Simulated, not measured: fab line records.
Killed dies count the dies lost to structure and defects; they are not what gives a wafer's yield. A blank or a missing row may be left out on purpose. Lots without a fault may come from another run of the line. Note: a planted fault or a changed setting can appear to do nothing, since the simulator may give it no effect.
fab line records | flow nandHarc
record lots=6 | wafers=18 | lastDay=33
route steps=1302 shown P_M2@339 P_BONDPAD@351 END@1302
lots untouched by any fault: they come from a run of this same line in which no faults occurred
startH: hours from the record's first day to the start of the lot's first wafer shown | waitH: hours since the lot's step before | " unchanged from the row above | L1.1+2: a single row standing in for several wafers | - no value present, or no start provided | * or withheld: withheld | < > ~ a bound
route shown NAME@n: names a module that has steps shown in the file, with the first one's number in the route | usual: mean/standard deviation of fault-free wafers | same: alike in all rows | chamber/n: place in a boat | sites: readings site by site | _std_site: how widely they spread, as a standard deviation | _edge_site: outer sites' mean less inner sites' | radiusMm: for every site, how far away it sits from the centre of the wafer | mask NAME#n: copy n | behind: tool/chamber where the wafer was last shaped | hold: reason for holding the lot/hours on hold/outcome of the hold | device: whichever transistor did not switch (one of n, p or np) | end of line: the same wafers' tests at the end of the route | a step without rows: its recipe alone | killed: not the wafer's yield, but the dies lost to structure and defects at the first sort | map: shows each die of a wafer: x if killed, . if not, _ if none is there
set.NAME: the setting that was run; set.NAME@STEP: the one run at that earlier step | model.NAME: the simulator's own value behind a step, which no gauge read
lots seen at some steps along the route; tables by step, rows by wafer
services: from which hour (startH, from the record's first day; less than 0 if before it) a tool's chamber was out of use, for how many hours, and why
## steps
# step NHARC_P_M2_PRE_CLEAN_30
# recipe timeS=30 | tempC=280 | gas=H2/He
# usual heaterPowerW=396/41
lot.wafer | tool          | chamber | startH | waitH | heaterPowerW
L514.4    | pvdSputter-02 | -       | -      | -     | 362
L514.2    | "             | -       | "      | "     | 363
L514.5    | "             | -       | "      | "     | 364
L524.4    | pvdSputter-02 | -       | -      | -     | 362
L524.1    | "             | -       | "      | "     | 369
L524.5    | "             | -       | "      | "     | 391
L523.4    | pvdSputter-03 | -       | -      | -     | 414
L523.3    | "             | -       | "      | "     | 320
L523.2    | "             | -       | "      | "     | 420
L527.3    | pvdSputter-02 | -       | -      | -     | 405
L527.1    | "             | -       | "      | "     | 386
L527.6    | "             | -       | "      | "     | 382
L530.4    | pvdSputter-01 | -       | -      | -     | 446
L530.6    | "             | -       | "      | "     | 449
L530.5    | "             | -       | "      | "     | 378
L531.2    | pvdSputter-01 | -       | -      | -     | 444
L531.5    | "             | -       | "      | "     | 444
L531.6    | "             | -       | "      | "     | 443
# step NHARC_P_M2_PVD_20
# recipe targetThkA=50 | biasV=168.6 | powerW=15000 | chamberPressurePa=0.12 | timeS=8.06 | substrateTempC=50 | material=TaN
# step NHARC_P_M2_PVD_21
# recipe targetThkA=300 | chamberPressurePa=5 | powerW=5000 | substrateTempC=30 | timeS=20.49 | material=Cu
# usual chamberPressurePa=4.997/0.0092 | throttleValvePct=30.2/0.85
lot.wafer | tool          | chamber | startH | waitH | chamberPressurePa | throttleValvePct
L514.2    | pvdSputter-02 | -       | -      | -     | 4.996             | 28.1
L514.4    | "             | -       | "      | "     | 4.997             | 30.8
L514.5    | "             | -       | "      | "     | 4.998             | 29.6
L524.4    | pvdSputter-02 | -       | -      | -     | 4.999             | 28.3
L524.1    | "             | -       | "      | "     | 4.981             | 30.9
L524.5    | "             | -       | "      | "     | 4.981             | 31.1
L523.2    | pvdSputter-03 | -       | -      | -     | 5.011             | 29.6
L523.3    | "             | -       | "      | "     | 4.995             | 30.7
L523.4    | "             | -       | "      | "     | 4.995             | 31.7
L527.1    | pvdSputter-02 | -       | -      | -     | 5.001             | 31.4
L527.3    | "             | -       | "      | "     | 4.980             | 30.1
L527.6    | "             | -       | "      | "     | 5.009             | 31.1
L530.4    | pvdSputter-01 | -       | -      | -     | 4.999             | 29.2
L530.5    | "             | -       | "      | "     | 5.006             | 29.0
L530.6    | "             | -       | "      | "     | 4.980             | 30.8
L531.2    | pvdSputter-01 | -       | -      | -     | 4.997             | 30.9
L531.6    | "             | -       | "      | "     | 4.984             | 30.6
L531.5    | "             | -       | "      | "     | 5.000             | 30.8
# step NHARC_P_M2_ECD_22
# recipe targetThkA=4000 | bathTempC=25 | material=Cu
# step NHARC_P_M2_ANNEAL_31
# recipe tempC=225 | timeS=90
# step NHARC_P_M2_CMP_23
# recipe tOverpolishS=20 | targetThkNm=144.3
# usual motorCurrentA=12.3/0.81 | timeToEndpointS=29.5/2
lot.wafer | tool   | chamber | startH | waitH | motorCurrentA | timeToEndpointS
L514.2    | cmp-04 | 2       | 176.31 | -     | 13.0          | 28.6
L514.4    | "      | 3       | "      | "     | 12.4          | 28.7
L514.5    | "      | 2       | "      | "     | 12.5          | 29.6
L524.4    | cmp-03 | 0       | 276.18 | -     | 13.3          | 30.4
L524.1    | "      | 2       | "      | "     | 10.6          | 28.9
L524.5    | "      | 0       | "      | "     | 13.3          | 27.9
L523.2    | cmp-04 | 1       | 277.46 | -     | 13.1          | 29.8
L523.3    | "      | 3       | "      | "     | 12.5          | 33.4
L523.4    | "      | 0       | "      | "     | 12.7          | 31.1
L527.3    | cmp-03 | 1       | 298.43 | -     | 13.6          | 25.5
L527.1    | "      | 0       | "      | "     | 13.1          | 25.1
L527.6    | "      | 2       | "      | "     | 10.7          | 27.2
L530.4    | cmp-03 | 3       | 330.51 | -     | 11.2          | 28.5
L530.5    | "      | 1       | "      | "     | 13.2          | 28.8
L530.6    | "      | 2       | "      | "     | 10.7          | 28.2
L531.2    | cmp-02 | 2       | 344.17 | -     | 11.4          | 30.2
L531.5    | "      | 0       | "      | "     | 12.2          | 29.7
L531.6    | "      | 1       | "      | "     | 12.4          | 28.7
# step NHARC_P_M2_THK_MEAS_24
# recipe thkMeasGauge=xrf
# usual thkNm=144.6/1.2
lot.wafer | tool         | chamber | startH | waitH | thkNm
L514.2    | filmMetro-02 | -       | 176.60 | -     | 141.6
L514.4    | "            | -       | "      | "     | 144.0
L514.5    | "            | -       | "      | "     | 142.0
L524.1    | filmMetro-01 | -       | 276.49 | -     | 145.1
L524.4    | "            | -       | "      | "     | 144.5
L524.5    | "            | -       | "      | "     | 146.2
L523.2    | filmMetro-01 | -       | 277.77 | -     | 143.9
L523.3    | "            | -       | "      | "     | 147.3
L523.4    | "            | -       | "      | "     | 144.1
L527.1    | filmMetro-02 | -       | 298.75 | -     | 147.0
L527.3    | "            | -       | "      | "     | 145.9
L527.6    | "            | -       | "      | "     | 143.5
L530.4    | filmMetro-02 | -       | 330.77 | -     | 143.7
L530.5    | "            | -       | "      | "     | 143.1
L530.6    | "            | -       | "      | "     | 143.6
L531.2    | filmMetro-01 | -       | 344.44 | -     | 144.8
L531.5    | "            | -       | "      | "     | 146.2
L531.6    | "            | -       | "      | "     | 144.0
# step NHARC_P_M2_SRD_25
# step NHARC_P_M2_INSPECT_27
# usual rawDefectCount=314/130
lot.wafer | tool             | chamber | startH | waitH | rawDefectCount
L514.2    | defectInspect-02 | -       | 176.76 | 0.0   | 242
L514.4    | "                | -       | "      | "     | 587
L514.5    | "                | -       | "      | "     | 606
L524.1    | defectInspect-01 | -       | 276.65 | 0.0   | 445
L524.4    | "                | -       | "      | "     | 553
L524.5    | "                | -       | "      | "     | 462
L523.2    | defectInspect-02 | -       | 277.93 | 0.0   | 363
L523.3    | "                | -       | "      | "     | 289
L523.4    | "                | -       | "      | "     | 305
L527.1    | defectInspect-02 | -       | 298.91 | 0.0   | 325
L527.3    | "                | -       | "      | "     | 325
L527.6    | "                | -       | "      | "     | 224
L530.4    | defectInspect-02 | -       | 330.93 | 0.0   | 237
L530.5    | "                | -       | "      | "     | 187
L530.6    | "                | -       | "      | "     | 185
L531.2    | defectInspect-02 | -       | 344.59 | 0.0   | 207
L531.5    | "                | -       | "      | "     | 129
L531.6    | "                | -       | "      | "     | 240
# step NHARC_P_M2_PRE_CLEAN_32
# recipe timeS=12 | tempC=370 | rfPowerW=300 | gas=NH3
# usual heaterPowerW=649/78
lot.wafer | tool     | chamber | startH | waitH | heaterPowerW
L514.2    | pecvd-02 | 0       | 176.82 | 0.1   | 639
L514.5    | "        | 0       | "      | "     | 638
L514.4    | "        | 1       | "      | "     | 642
L524.1    | pecvd-01 | 0       | 276.74 | 0.1   | 724
L524.4    | "        | 2       | "      | "     | 753
L524.5    | "        | 0       | "      | "     | 704
L523.3    | pecvd-02 | 1       | 278.00 | 0.1   | 651
L523.2    | "        | 2       | "      | "     | 739
L523.4    | "        | 1       | "      | "     | 645
L527.3    | pecvd-01 | 1       | 298.98 | 0.1   | 597
L527.1    | "        | 2       | "      | "     | 816
L527.6    | "        | 0       | "      | "     | 658
L530.6    | pecvd-04 | 0       | 331.03 | 0.1   | 590
L530.4    | "        | 1       | "      | "     | 537
L530.5    | "        | 2       | "      | "     | 628
L531.2    | pecvd-04 | 2       | 344.67 | 0.1   | 619
L531.6    | "        | 2       | "      | "     | 623
L531.5    | "        | 0       | "      | "     | 601
# step NHARC_P_M2_DEP_33
# recipe targetThkA=300 | tempC=370 | targetThkNm=30 | pressureTorr=3 | flowSccm=200 | rfW=450 | material=SiCN
# step NHARC_P_BONDPAD_DEP_00
# recipe targetThkA=2500 | tempC=370 | targetThkNm=250 | pressureTorr=3 | flowSccm=200 | rfW=450 | material=SiCN
# usual heaterPowerW=604/79
lot.wafer | tool     | chamber | startH | waitH | heaterPowerW
L514.2    | pecvd-04 | 0       | 177.31 | -     | 563
L514.4    | "        | 0       | "      | "     | 568
L514.5    | "        | 2       | "      | "     | 593
L524.1    | pecvd-01 | 2       | 277.19 | -     | 739
L524.5    | "        | 2       | "      | "     | 624
L524.4    | "        | 1       | "      | "     | 587
L523.2    | pecvd-01 | 0       | 278.49 | -     | 681
L523.3    | "        | 2       | "      | "     | 766
L523.4    | "        | 2       | "      | "     | 768
L527.3    | pecvd-02 | 0       | 299.48 | -     | 614
L527.1    | "        | 2       | "      | "     | 693
L527.6    | "        | 0       | "      | "     | 490
L530.4    | pecvd-01 | 0       | 331.62 | -     | 665
L530.5    | "        | 1       | "      | "     | 614
L530.6    | "        | 2       | "      | "     | 568
L531.2    | pecvd-04 | 1       | 345.13 | -     | 508
L531.5    | "        | 1       | "      | "     | 386
L531.6    | "        | 0       | "      | "     | 595
# step NHARC_P_BONDPAD_CMP_32
# recipe targetThkNm=200 | material=SiCN
# usual motorCurrentA=12.3/1.1
lot.wafer | tool   | chamber | startH | waitH | motorCurrentA
L514.2    | cmp-03 | 3       | 177.72 | -     | 11.0
L514.4    | "      | 2       | "      | "     | 10.8
L514.5    | "      | 3       | "      | "     | 11.2
L524.1    | cmp-03 | 3       | 277.60 | -     | 11.0
L524.4    | "      | 0       | "      | "     | 12.7
L524.5    | "      | 3       | "      | "     | 11.5
L523.3    | cmp-04 | 1       | 278.92 | -     | 12.7
L523.4    | "      | 2       | "      | "     | 12.3
L523.2    | "      | 3       | "      | "     | 12.3
L527.1    | cmp-03 | 2       | 299.91 | -     | 10.4
L527.3    | "      | 0       | "      | "     | 13.4
L527.6    | "      | 1       | "      | "     | 12.0
L530.4    | cmp-01 | 2       | 331.96 | -     | 15.1
L530.5    | "      | 3       | "      | "     | 13.0
L530.6    | "      | 0       | "      | "     | 11.9
L531.2    | cmp-04 | 0       | 345.61 | -     | 12.8
L531.5    | "      | 1       | "      | "     | 13.6
L531.6    | "      | 2       | "      | "     | 12.7
# step NHARC_P_BONDPAD_THK_MEAS_33
# recipe thkMeasGauge=ellipsometry
# usual thkNm=200.1/1.4
lot.wafer | tool         | chamber | startH | waitH | thkNm
L514.2    | filmMetro-02 | -       | 177.98 | 0.2   | 201.8
L514.4    | "            | -       | "      | "     | 200.8
L514.5    | "            | -       | "      | "     | 201.3
L524.1    | filmMetro-02 | -       | 277.86 | 0.2   | 202.9
L524.4    | "            | -       | "      | "     | 201.4
L524.5    | "            | -       | "      | "     | 187.6
L523.2    | filmMetro-01 | -       | 279.15 | 0.2   | 182.9
L523.3    | "            | -       | "      | "     | 197.9
L523.4    | "            | -       | "      | "     | 198.9
L527.1    | filmMetro-01 | -       | 300.14 | 0.2   | 198.5
L527.3    | "            | -       | "      | "     | 199.1
L527.6    | "            | -       | "      | "     | 200.6
L530.4    | filmMetro-01 | -       | 332.14 | 0.2   | 198.6
L530.5    | "            | -       | "      | "     | 200.5
L530.6    | "            | -       | "      | "     | 198.5
L531.2    | filmMetro-01 | -       | 345.79 | 0.2   | 199.8
L531.5    | "            | -       | "      | "     | 199.6
L531.6    | "            | -       | "      | "     | 200.4
# step NHARC_P_BONDPAD_SRD_34
# step NHARC_END_SORT_01
# recipe tempC=25
# usual defectLimitedYield=91.2/2.5 | killedAtArray=55/17 | killedAtOther=1.1/1.4 | killedAtPeriphery=3.9/3 | killedDies=59/17 | killedOpen=3.5/2 | killedShort=2.6/1.6
# same grossDies=677
lot.wafer | tool      | chamber | startH | waitH | defectLimitedYield[%] | killedAtArray | killedAtOther | killedAtPeriphery | killedDies | killedOpen | killedShort
L514.2    | prober-01 | 0       | 611.94 | 2.8   | 91.0                  | 41            | 5             | 15                | 61         | 4          | 1
L514.4    | prober-01 | 0       | 613.55 | 3.4   | 90.0                  | 51            | 6             | 11                | 68         | 3          | 2
L514.5    | prober-01 | 0       | 614.36 | 3.7   | 93.6                  | 30            | 4             | 9                 | 43         | 7          | 1
L527.6    | prober-01 | 0       | 724.33 | 4.0   | 94.1                  | 33            | 4             | 3                 | 40         | 8          | 0
# killed by level:class
L514.2 A_CHANNEL_HOLE_D2:chamberFilmFlake=18 P_GATE:chamberFilmFlake=9 A_CONTACT:chamberFilmFlake=9 A_SLIT:chamberFilmFlake=6 A_CHANNEL_HOLE_D1:chamberFilmFlake=5 P_M2:chamberFilmFlake=3 THIN_TSV:chamberFilmFlake=3 HYBRID_BOND:chamberFilmFlake=2
L514.4 A_CHANNEL_HOLE_D2:chamberFilmFlake=17 A_CHANNEL_HOLE_D1:chamberFilmFlake=11 A_CONTACT:chamberFilmFlake=10 P_GATE:chamberFilmFlake=5 P_M2:chamberFilmFlake=4 A_CHANNEL_FILL_D1:chamberFilmFlake=4 A_SLIT:chamberFilmFlake=4 THIN_TSV:chamberFilmFlake=4
L514.5 A_CHANNEL_HOLE_D2:chamberFilmFlake=10 A_CONTACT:chamberFilmFlake=5 P_GATE:chamberFilmFlake=4 P_M2:chamberFilmFlake=3 A_CHANNEL_HOLE_D1:chamberFilmFlake=3 P_GATE:geometricParticle:open=2 A_STAIRCASE:chamberFilmFlake=2 A_M1:chamberFilmFlake=2
L527.6 A_CHANNEL_HOLE_D1:chamberFilmFlake=13 A_CONTACT:chamberFilmFlake=7 A_SLIT:chamberFilmFlake=6 THIN_TSV:chamberFilmFlake=4 A_M0:geometricParticle:open=3 P_CONTACT:geometricParticle:open=1 P_M0:geometricParticle:open=1 P_M2:geometricParticle:open=1
## services
tool          | chamber | startH | hours | kind
cmp-03        | -       | 162.00 | 4.0   | pm
pvdSputter-03 | -       | 170.00 | 10.0  | pm
pecvd-02      | -       | 182.11 | 1.0   | repair
pvdSputter-02 | -       | 185.45 | 1.8   | repair
pecvd-04      | 0       | 204.08 | 6.5   | repair
cmp-04        | -       | 209.15 | 4.0   | pm
pvdSputter-01 | -       | 226.04 | 10.0  | pm
pecvd-02      | -       | 227.09 | 13.0  | pm
pvdSputter-02 | -       | 239.15 | 0.5   | repair
cmp-03        | -       | 260.00 | 4.0   | pm
pecvd-04      | -       | 269.17 | 13.0  | pm
pecvd-02      | 0       | 279.41 | 6.0   | repair
cmp-03        | -       | 280.12 | 0.2   | repair
pvdSputter-02 | -       | 282.02 | 10.0  | pm
cmp-04        | -       | 296.84 | 0.6   | repair
pecvd-04      | -       | 304.90 | 5.4   | repair
pvdSputter-02 | -       | 306.49 | 26.0  | repair
cmp-04        | -       | 307.15 | 4.0   | pm
pecvd-01      | -       | 311.00 | 13.0  | pm
pvdSputter-01 | -       | 315.18 | 2.0   | repair
pecvd-02      | -       | 324.45 | 0.6   | repair
cmp-03        | -       | 324.79 | 0.8   | repair
cmp-04        | -       | 327.16 | 2.1   | repair
pecvd-04      | -       | 337.80 | 1.7   | repair
## key
firstSign step=NHARC_P_BONDPAD_THK_MEAS_33 | reading=thkNm | direction=down | sigmas=11 | usual=200.1 | struck=185.3
effect none on later readings
metAt NHARC_P_BONDPAD_DEP_00
struckWafers L523.2,L524.5
fault kind=processParameterDrift | tool=pecvd-01 | chamber=- | onsetH=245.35 | steps=NHARC_P_BONDPAD_DEP_00 | channel=targetThkNm | offset=-66.316 | shape=step | endH=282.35 | scope=struckWafersOnly | actsIn=theseRecipesOnly | stated=250
